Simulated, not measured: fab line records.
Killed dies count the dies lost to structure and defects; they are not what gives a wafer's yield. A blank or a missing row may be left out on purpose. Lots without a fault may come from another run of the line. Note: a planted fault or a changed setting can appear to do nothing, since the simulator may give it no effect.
Which of the tools did it? / flow n5-finfet / 9 lots with 25 wafers sampled at 7 steps, on a route of 1938 steps

## WHAT THE GAUGES SHOWED, per wafer
N5_GATE_CUT_CD_MEAS_13: target cd 20 nm. Usual: cd-nm at 20.07 nm, with a standard deviation of 0.27.
lot=L337; measured=day 5 01:10; on=cd-sem-01; cd-nm (nm)=19.83 19.94 20.32; flag=
lot=L339; measured=day 5 16:27; on=cd-sem-02; cd-nm (nm)=19.98 20.38 20.24; flag=
lot=L345; measured=day 6 23:13; on=cd-sem-03; cd-nm (nm)=20.22 20.36; flag=
lot=L350; measured=day 8 06:14; on=cd-sem-02; cd-nm (nm)=20.19 20.17 20.09; flag=
lot=L351; measured=day 8 11:04; on=cd-sem-03; cd-nm (nm)=19.76 19.63 19.81; flag=
lot=L352; measured=day 8 14:44; on=cd-sem-01; cd-nm (nm)=20.17 19.97 20.11; flag=
lot=L357; measured=day 9 17:35; on=cd-sem-01; cd-nm (nm)=20.17 19.89 19.81; flag=
lot=L358; measured=day 10 02:59; on=cd-sem-01; cd-nm (nm)=19.79 20.25; flag=
lot=L359; measured=day 10 09:34; on=cd-sem-01; cd-nm (nm)=20.44 20.01 20.03; flag=

N5_GATE_CUT_OVL_MEAS_14. Usual: GATE_CUT_OVL gives -0.4 nm (standard deviation 0.65).
lot=L337; measured=day 5 01:12; on=overlay-01; GATE_CUT_OVL (nm)=0.3 0.3 -1.5; flag=
lot=L339; measured=day 5 16:29; on=overlay-01; GATE_CUT_OVL (nm)=-0.6 0.0 0.0; flag=
lot=L345; measured=day 6 23:15; on=overlay-01; GATE_CUT_OVL (nm)=-1.0 0.3; flag=
lot=L350; measured=day 8 06:17; on=overlay-02; GATE_CUT_OVL (nm)=-0.3 0.0 -0.8; flag=
lot=L351; measured=day 8 11:06; on=overlay-02; GATE_CUT_OVL (nm)=-1.4 -0.9 0.2; flag=
lot=L352; measured=day 8 14:46; on=overlay-02; GATE_CUT_OVL (nm)=-0.9 -1.3 -0.3; flag=
lot=L357; measured=day 9 17:37; on=overlay-01; GATE_CUT_OVL (nm)=-0.3 0.8 -0.5; flag=
lot=L358; measured=day 10 03:01; on=overlay-02; GATE_CUT_OVL (nm)=-0.2 0.5; flag=
lot=L359; measured=day 10 09:35; on=overlay-02; GATE_CUT_OVL (nm)=-0.4 -0.6 -0.1; flag=

N5_BEOL_M4_RC_MEAS_101. Usual: DIBL_N 36.6 mV/V, standard deviation 2.1; DIBL_P 36.5 mV/V, standard deviation 2.7; IOFF_N 0.17 nA/um, standard deviation 0.043; IOFF_P 0.22 nA/um, standard deviation 0.045; ION_N 674 uA/um, standard deviation 17; ION_P 461 uA/um, standard deviation 9.9; SS_N 71.7 mV/dec, standard deviation 0.79; SS_P 73.4 mV/dec, standard deviation 0.79; VT_N 249 mV, standard deviation 4; VT_P -250 mV, standard deviation 3.3.
lot=L337; measured=day 8 23:49; on=prober-02; DIBL_N (mV/V)=37.2 31.8 34.4; DIBL_P (mV/V)=35.6 30.3 34.2; IOFF_N (nA/um)=0.18 0.10 0.14; IOFF_P (nA/um)=0.23 0.16 0.21; ION_N (uA/um)=672 658 681; ION_P (uA/um)=466 458 475; SS_N (mV/dec)=71.4 69.4 70.2; SS_P (mV/dec)=73.3 72.2 73.3; VT_N (mV)=247 253 250; VT_P (mV)=-248 -252 -249; flag=
lot=L339; measured=day 9 08:06; on=prober-02; DIBL_N (mV/V)=34.9 35.6 36.0; DIBL_P (mV/V)=34.8 34.2 34.3; IOFF_N (nA/um)=0.16 0.17 0.17; IOFF_P (nA/um)=0.26 0.25 0.25; ION_N (uA/um)=695 653 679; ION_P (uA/um)=487 460 465; SS_N (mV/dec)=71.3 71.6 71.9; SS_P (mV/dec)=72.6 73.1 73.2; VT_N (mV)=249 250 248; VT_P (mV)=-244 -245 -246; flag=
lot=L345; measured=day 10 02:13; on=prober-02; DIBL_N (mV/V)=35.5 37.8; DIBL_P (mV/V)=36.0 38.4; IOFF_N (nA/um)=0.15 0.19; IOFF_P (nA/um)=0.23 0.27; ION_N (uA/um)=673 682; ION_P (uA/um)=467 478; SS_N (mV/dec)=71.9 72.0; SS_P (mV/dec)=73.6 74.2; VT_N (mV)=248 249; VT_P (mV)=-246 -246; flag=
lot=L357; measured=day 14 02:22; on=prober-02; DIBL_N (mV/V)=36.5 40.9 36.9; DIBL_P (mV/V)=38.2 43.3 38.2; IOFF_N (nA/um)=0.16 0.30 0.18; IOFF_P (nA/um)=0.23 0.37 0.23; ION_N (uA/um)=661 712 682; ION_P (uA/um)=455 483 462; SS_N (mV/dec)=71.5 72.4 71.4; SS_P (mV/dec)=74.0 75.4 74.2; VT_N (mV)=251 240 247; VT_P (mV)=-251 -245 -251; flag=
lot=L358; measured=day 15 04:58; on=prober-02; DIBL_N (mV/V)=34.8 33.9; DIBL_P (mV/V)=32.7 32.3; IOFF_N (nA/um)=0.12 0.10; IOFF_P (nA/um)=0.14 0.14; ION_N (uA/um)=672 645; ION_P (uA/um)=456 446; SS_N (mV/dec)=70.9 70.4; SS_P (mV/dec)=72.0 72.4; VT_N (mV)=254 257; VT_P (mV)=-254 -256; flag=
lot=L359; measured=day 14 08:18; on=prober-02; DIBL_N (mV/V)=38.0 37.7 35.5; DIBL_P (mV/V)=35.3 35.8 33.8; IOFF_N (nA/um)=0.19 0.16 0.14; IOFF_P (nA/um)=0.20 0.20 0.17; ION_N (uA/um)=693 654 680; ION_P (uA/um)=467 445 472; SS_N (mV/dec)=72.9 71.8 71.3; SS_P (mV/dec)=73.4 73.4 73.6; VT_N (mV)=246 251 251; VT_P (mV)=-252 -252 -252; flag=

## EACH LOT AND THE TOOL THAT RAN IT (in order: tool; ch and the chambers of the sampled wafers; start)
lot=L337; N5_GATE_CUT_VAPOR_ETCH_60=rie-metal-01 ch 0,1, day 4 21:21; N5_GATE_CUT_ETCH_19=rie-diel-05 ch 0,2, day 5 01:35; N5_GATE_CUT_CUT_ETCH_53=rie-metal-03 ch 0,1, day 5 01:41; N5_GATE_CUT_CUT_ETCH_54=rie-metal-03 ch 0,1, day 5 01:45
lot=L339; N5_GATE_CUT_VAPOR_ETCH_60=rie-metal-03 ch 0,1, day 5 13:08; N5_GATE_CUT_ETCH_19=rie-diel-04 ch 0,1,2, day 5 16:52; N5_GATE_CUT_CUT_ETCH_53=rie-metal-01 ch 0,1, day 5 16:58; N5_GATE_CUT_CUT_ETCH_54=rie-metal-01 ch 0,1, day 5 17:02
lot=L345; N5_GATE_CUT_VAPOR_ETCH_60=rie-metal-03 ch 0,1, day 6 19:53; N5_GATE_CUT_ETCH_19=rie-diel-05 ch 2,3, day 7 00:30; N5_GATE_CUT_CUT_ETCH_53=rie-metal-02 ch 0,1, day 7 00:37; N5_GATE_CUT_CUT_ETCH_54=rie-metal-02 ch 0,1, day 7 00:40
lot=L350; N5_GATE_CUT_VAPOR_ETCH_60=rie-metal-03 ch 1, day 8 02:56; N5_GATE_CUT_ETCH_19=rie-diel-05 ch 0,1,2, day 8 06:41; N5_GATE_CUT_CUT_ETCH_53=rie-metal-03 ch 0,1, day 8 06:48; N5_GATE_CUT_CUT_ETCH_54=rie-metal-03 ch 0,1, day 8 06:52
lot=L351; N5_GATE_CUT_VAPOR_ETCH_60=rie-metal-01 ch 0, day 8 07:12; N5_GATE_CUT_ETCH_19=rie-diel-05 ch 0,1,3, day 8 11:42; N5_GATE_CUT_CUT_ETCH_53=rie-metal-01 ch 0, day 8 11:51; N5_GATE_CUT_CUT_ETCH_54=rie-metal-01 ch 0, day 8 11:58
lot=L352; N5_GATE_CUT_VAPOR_ETCH_60=rie-metal-01 ch 0, day 8 11:01; N5_GATE_CUT_ETCH_19=rie-diel-05 ch 1,2,3, day 8 15:09; N5_GATE_CUT_CUT_ETCH_53=rie-metal-01 ch 0, day 8 15:15; N5_GATE_CUT_CUT_ETCH_54=rie-metal-01 ch 0, day 8 15:22
lot=L357; N5_GATE_CUT_VAPOR_ETCH_60=rie-metal-02 ch 0,1, day 9 13:47; N5_GATE_CUT_ETCH_19=rie-diel-02 ch 0,1,3, day 9 17:59; N5_GATE_CUT_CUT_ETCH_53=rie-metal-02 ch 0,1, day 9 18:05; N5_GATE_CUT_CUT_ETCH_54=rie-metal-02 ch 0,1, day 9 18:09
lot=L358; N5_GATE_CUT_VAPOR_ETCH_60=rie-metal-03 ch 0,1, day 9 23:40; N5_GATE_CUT_ETCH_19=rie-diel-05 ch 0,2, day 10 03:23; N5_GATE_CUT_CUT_ETCH_53=rie-metal-01 ch 0, day 10 03:33; N5_GATE_CUT_CUT_ETCH_54=rie-metal-01 ch 0, day 10 03:40
lot=L359; N5_GATE_CUT_VAPOR_ETCH_60=rie-metal-02 ch 0,1, day 10 05:12; N5_GATE_CUT_ETCH_19=rie-diel-05 ch 0,1,2, day 10 09:58; N5_GATE_CUT_CUT_ETCH_53=rie-metal-01 ch 0, day 10 10:05; N5_GATE_CUT_CUT_ETCH_54=rie-metal-01 ch 0, day 10 10:12
- N5_GATE_CUT_VAPOR_ETCH_60: etches HfO2 in BCl3/Cl2.
- N5_GATE_CUT_ETCH_19: etches SiNx in CH3F/O2, target depth 53.7 nm, time 76.7 s.
- N5_GATE_CUT_CUT_ETCH_53: etches W in SF6/Cl2, target depth 79.2 nm.
- N5_GATE_CUT_CUT_ETCH_54: etches TiN in Cl2/BCl3, target depth 96.7 nm.

## AS READ BY THE TOOLS THEMSELVES (means over the sampled wafers that have a number; for cases with no such wafer, the mark the record gives instead)
N5_GATE_CUT_VAPOR_ETCH_60. Usual: drypump-motor-current-A 5.5 A, standard deviation 0.33; he-backside-leak-sccm 3.53 sccm, standard deviation 0.18; oes-product-au 0.79 a.u., standard deviation 0.13.
lot=L337; tool=rie-metal-01; drypump-motor-current-A (A)=5.2; he-backside-leak-sccm (sccm)=3.35; oes-product-au (a.u.)=0.68; flag=
lot=L339; tool=rie-metal-03; drypump-motor-current-A (A)=5.7; he-backside-leak-sccm (sccm)=3.55; oes-product-au (a.u.)=0.90; flag=
lot=L345; tool=rie-metal-03; drypump-motor-current-A (A)=5.7; he-backside-leak-sccm (sccm)=3.69; oes-product-au (a.u.)=0.86; flag=
lot=L350; tool=rie-metal-03; drypump-motor-current-A (A)=5.6; he-backside-leak-sccm (sccm)=3.80; oes-product-au (a.u.)=0.78; flag=
lot=L351; tool=rie-metal-01; drypump-motor-current-A (A)=5.1; he-backside-leak-sccm (sccm)=3.46; oes-product-au (a.u.)=0.59; flag=
lot=L352; tool=rie-metal-01; drypump-motor-current-A (A)=5.0; he-backside-leak-sccm (sccm)=3.58; oes-product-au (a.u.)=0.58; flag=
lot=L357; tool=rie-metal-02; drypump-motor-current-A (A)=5.9; he-backside-leak-sccm (sccm)=3.35; oes-product-au (a.u.)=0.86; flag=
lot=L358; tool=rie-metal-03; drypump-motor-current-A (A)=5.7; he-backside-leak-sccm (sccm)=3.56; oes-product-au (a.u.)=0.83; flag=
lot=L359; tool=rie-metal-02; drypump-motor-current-A (A)=5.7; he-backside-leak-sccm (sccm)=3.50; oes-product-au (a.u.)=0.83; flag=

N5_GATE_CUT_ETCH_19. Usual: CH3F_flow_sccm 30.00 sccm, standard deviation 0.095; O2_flow_sccm 20.00 sccm, standard deviation 0.063; drypump-motor-current-A 5.6 A, standard deviation 0.46; etch-rf-on-time-s 77.2 s, standard deviation 1.6; oes-product-au 0.66 a.u., standard deviation 0.089; rf-vpp-V 297 V, standard deviation 8; showerhead-plenum-p-Torr 2.00 Torr, standard deviation 0.07; throttle-valve-pct 16.4 %, standard deviation 0.31.
lot=L337; tool=rie-diel-05; CH3F_flow_sccm (sccm)=29.95; O2_flow_sccm (sccm)=20.03; drypump-motor-current-A (A)=6.3; etch-rf-on-time-s (s)=77.8; oes-product-au (a.u.)=0.61; rf-vpp-V (V)=303; showerhead-plenum-p-Torr (Torr)=2.05; throttle-valve-pct (%)=16.6; flag=
lot=L339; tool=rie-diel-04; CH3F_flow_sccm (sccm)=30.08; O2_flow_sccm (sccm)=20.04; drypump-motor-current-A (A)=5.5; etch-rf-on-time-s (s)=76.0; oes-product-au (a.u.)=0.62; rf-vpp-V (V)=300; showerhead-plenum-p-Torr (Torr)=1.94; throttle-valve-pct (%)=16.4; flag=
lot=L345; tool=rie-diel-05; CH3F_flow_sccm (sccm)=29.98; O2_flow_sccm (sccm)=20.00; drypump-motor-current-A (A)=5.5; etch-rf-on-time-s (s)=76.7; oes-product-au (a.u.)=0.70; rf-vpp-V (V)=292; showerhead-plenum-p-Torr (Torr)=1.95; throttle-valve-pct (%)=16.2; flag=
lot=L350; tool=rie-diel-05; CH3F_flow_sccm (sccm)=-; O2_flow_sccm (sccm)=-; drypump-motor-current-A (A)=-; etch-rf-on-time-s (s)=-; oes-product-au (a.u.)=-; rf-vpp-V (V)=-; showerhead-plenum-p-Torr (Torr)=-; throttle-valve-pct (%)=-; flag=OFF
lot=L351; tool=rie-diel-05; CH3F_flow_sccm (sccm)=-; O2_flow_sccm (sccm)=-; drypump-motor-current-A (A)=-; etch-rf-on-time-s (s)=-; oes-product-au (a.u.)=-; rf-vpp-V (V)=-; showerhead-plenum-p-Torr (Torr)=-; throttle-valve-pct (%)=-; flag=OFF
lot=L352; tool=rie-diel-05; CH3F_flow_sccm (sccm)=-; O2_flow_sccm (sccm)=-; drypump-motor-current-A (A)=-; etch-rf-on-time-s (s)=-; oes-product-au (a.u.)=-; rf-vpp-V (V)=-; showerhead-plenum-p-Torr (Torr)=-; throttle-valve-pct (%)=-; flag=OFF
lot=L357; tool=rie-diel-02; CH3F_flow_sccm (sccm)=29.99; O2_flow_sccm (sccm)=20.06; drypump-motor-current-A (A)=5.7; etch-rf-on-time-s (s)=79.5; oes-product-au (a.u.)=0.65; rf-vpp-V (V)=299; showerhead-plenum-p-Torr (Torr)=2.06; throttle-valve-pct (%)=16.4; flag=
lot=L358; tool=rie-diel-05; CH3F_flow_sccm (sccm)=29.89; O2_flow_sccm (sccm)=20.01; drypump-motor-current-A (A)=6.1; etch-rf-on-time-s (s)=77.5; oes-product-au (a.u.)=0.70; rf-vpp-V (V)=300; showerhead-plenum-p-Torr (Torr)=2.01; throttle-valve-pct (%)=16.4; flag=
lot=L359; tool=rie-diel-05; CH3F_flow_sccm (sccm)=29.95; O2_flow_sccm (sccm)=20.01; drypump-motor-current-A (A)=5.9; etch-rf-on-time-s (s)=78.2; oes-product-au (a.u.)=0.66; rf-vpp-V (V)=298; showerhead-plenum-p-Torr (Torr)=1.99; throttle-valve-pct (%)=16.3; flag=

N5_GATE_CUT_CUT_ETCH_53. Usual: SF6_flow_sccm 39.99 sccm, standard deviation 0.11; bias-w 80.06 W, standard deviation 0.24; drypump-motor-current-A 5.5 A, standard deviation 0.38; etch-rf-on-time-s 26.2 s, standard deviation 0.55; oes-product-au 0.71 a.u., standard deviation 0.13; throttle-valve-pct 28.8 %, standard deviation 0.34.
lot=L337; tool=rie-metal-03; SF6_flow_sccm (sccm)=40.00; bias-w (W)=80.29; drypump-motor-current-A (A)=5.7; etch-rf-on-time-s (s)=26.5; oes-product-au (a.u.)=0.81; throttle-valve-pct (%)=28.8; flag=
lot=L339; tool=rie-metal-01; SF6_flow_sccm (sccm)=39.86; bias-w (W)=79.80; drypump-motor-current-A (A)=5.3; etch-rf-on-time-s (s)=25.8; oes-product-au (a.u.)=0.71; throttle-valve-pct (%)=28.8; flag=
lot=L345; tool=rie-metal-02; SF6_flow_sccm (sccm)=39.98; bias-w (W)=79.94; drypump-motor-current-A (A)=5.8; etch-rf-on-time-s (s)=26.1; oes-product-au (a.u.)=0.79; throttle-valve-pct (%)=28.5; flag=
lot=L350; tool=rie-metal-03; SF6_flow_sccm (sccm)=39.92; bias-w (W)=79.78; drypump-motor-current-A (A)=5.6; etch-rf-on-time-s (s)=34.3; oes-product-au (a.u.)=0.31; throttle-valve-pct (%)=27.4; flag=OFF
lot=L351; tool=rie-metal-01; SF6_flow_sccm (sccm)=39.95; bias-w (W)=79.77; drypump-motor-current-A (A)=5.1; etch-rf-on-time-s (s)=34.3; oes-product-au (a.u.)=0.22; throttle-valve-pct (%)=27.9; flag=OFF
lot=L352; tool=rie-metal-01; SF6_flow_sccm (sccm)=40.14; bias-w (W)=80.12; drypump-motor-current-A (A)=5.0; etch-rf-on-time-s (s)=34.3; oes-product-au (a.u.)=0.22; throttle-valve-pct (%)=27.9; flag=OFF
lot=L357; tool=rie-metal-02; SF6_flow_sccm (sccm)=39.99; bias-w (W)=79.92; drypump-motor-current-A (A)=5.7; etch-rf-on-time-s (s)=26.1; oes-product-au (a.u.)=0.76; throttle-valve-pct (%)=28.5; flag=
lot=L358; tool=rie-metal-01; SF6_flow_sccm (sccm)=39.98; bias-w (W)=80.36; drypump-motor-current-A (A)=5.1; etch-rf-on-time-s (s)=26.2; oes-product-au (a.u.)=0.52; throttle-valve-pct (%)=29.4; flag=
lot=L359; tool=rie-metal-01; SF6_flow_sccm (sccm)=39.90; bias-w (W)=80.37; drypump-motor-current-A (A)=5.0; etch-rf-on-time-s (s)=26.1; oes-product-au (a.u.)=0.52; throttle-valve-pct (%)=29.3; flag=

N5_GATE_CUT_CUT_ETCH_54. Usual: bcl3-flow-sccm 21.75 sccm, standard deviation 0.076; bias-w 126.0 W, standard deviation 0.39; drypump-motor-current-A 5.5 A, standard deviation 0.37; etch-rf-on-time-s 36.6 s, standard deviation 0.74; oes-product-au 0.71 a.u., standard deviation 0.13; throttle-valve-pct 22.18 %, standard deviation 0.25.
lot=L337; tool=rie-metal-03; bcl3-flow-sccm (sccm)=21.80; bias-w (W)=126.0; drypump-motor-current-A (A)=5.6; etch-rf-on-time-s (s)=36.4; oes-product-au (a.u.)=0.82; throttle-valve-pct (%)=22.02; flag=
lot=L339; tool=rie-metal-01; bcl3-flow-sccm (sccm)=21.66; bias-w (W)=125.7; drypump-motor-current-A (A)=5.3; etch-rf-on-time-s (s)=36.1; oes-product-au (a.u.)=0.70; throttle-valve-pct (%)=22.10; flag=
lot=L345; tool=rie-metal-02; bcl3-flow-sccm (sccm)=21.67; bias-w (W)=126.2; drypump-motor-current-A (A)=5.8; etch-rf-on-time-s (s)=36.2; oes-product-au (a.u.)=0.79; throttle-valve-pct (%)=22.00; flag=
lot=L350; tool=rie-metal-03; bcl3-flow-sccm (sccm)=21.69; bias-w (W)=126.1; drypump-motor-current-A (A)=5.6; etch-rf-on-time-s (s)=47.9; oes-product-au (a.u.)=0.30; throttle-valve-pct (%)=22.60; flag=OFF
lot=L351; tool=rie-metal-01; bcl3-flow-sccm (sccm)=21.78; bias-w (W)=126.0; drypump-motor-current-A (A)=5.0; etch-rf-on-time-s (s)=47.9; oes-product-au (a.u.)=0.22; throttle-valve-pct (%)=23.09; flag=OFF
lot=L352; tool=rie-metal-01; bcl3-flow-sccm (sccm)=21.82; bias-w (W)=126.2; drypump-motor-current-A (A)=5.0; etch-rf-on-time-s (s)=47.9; oes-product-au (a.u.)=0.22; throttle-valve-pct (%)=23.09; flag=OFF
lot=L357; tool=rie-metal-02; bcl3-flow-sccm (sccm)=21.75; bias-w (W)=126.0; drypump-motor-current-A (A)=5.7; etch-rf-on-time-s (s)=36.5; oes-product-au (a.u.)=0.76; throttle-valve-pct (%)=22.00; flag=
lot=L358; tool=rie-metal-01; bcl3-flow-sccm (sccm)=21.81; bias-w (W)=125.5; drypump-motor-current-A (A)=5.0; etch-rf-on-time-s (s)=36.8; oes-product-au (a.u.)=0.52; throttle-valve-pct (%)=22.57; flag=
lot=L359; tool=rie-metal-01; bcl3-flow-sccm (sccm)=21.66; bias-w (W)=126.2; drypump-motor-current-A (A)=5.0; etch-rf-on-time-s (s)=36.5; oes-product-au (a.u.)=0.52; throttle-valve-pct (%)=22.57; flag=

## THE ANSWER, worked out from the rows above alone
Rule: take the mean of a lot's wafers that have a number; if it is more than 3 standard deviations from the usual mean, the lot is off. A lot without any number at a reading at which 4 lots or more have one is off too. The other lots that the step has rows for count as sound. The gauges are gone through in route order, then the tools' own readings, and for those a lot's mean is taken as printed above. At the first step where some lot is off, the reading lying furthest off is the one used; lots without a number count as furthest.
Off: L350, L351, L352, at N5_GATE_CUT_ETCH_19 (CH3F_flow_sccm). Without a number there: L350, L351, L352.
A tool fits if, at that step or a process step before it, it ran every lot that is off, and no sound lot after the first of them. None of those tried fits.

## WHAT WAS PUT IN BY THE SIMULATOR
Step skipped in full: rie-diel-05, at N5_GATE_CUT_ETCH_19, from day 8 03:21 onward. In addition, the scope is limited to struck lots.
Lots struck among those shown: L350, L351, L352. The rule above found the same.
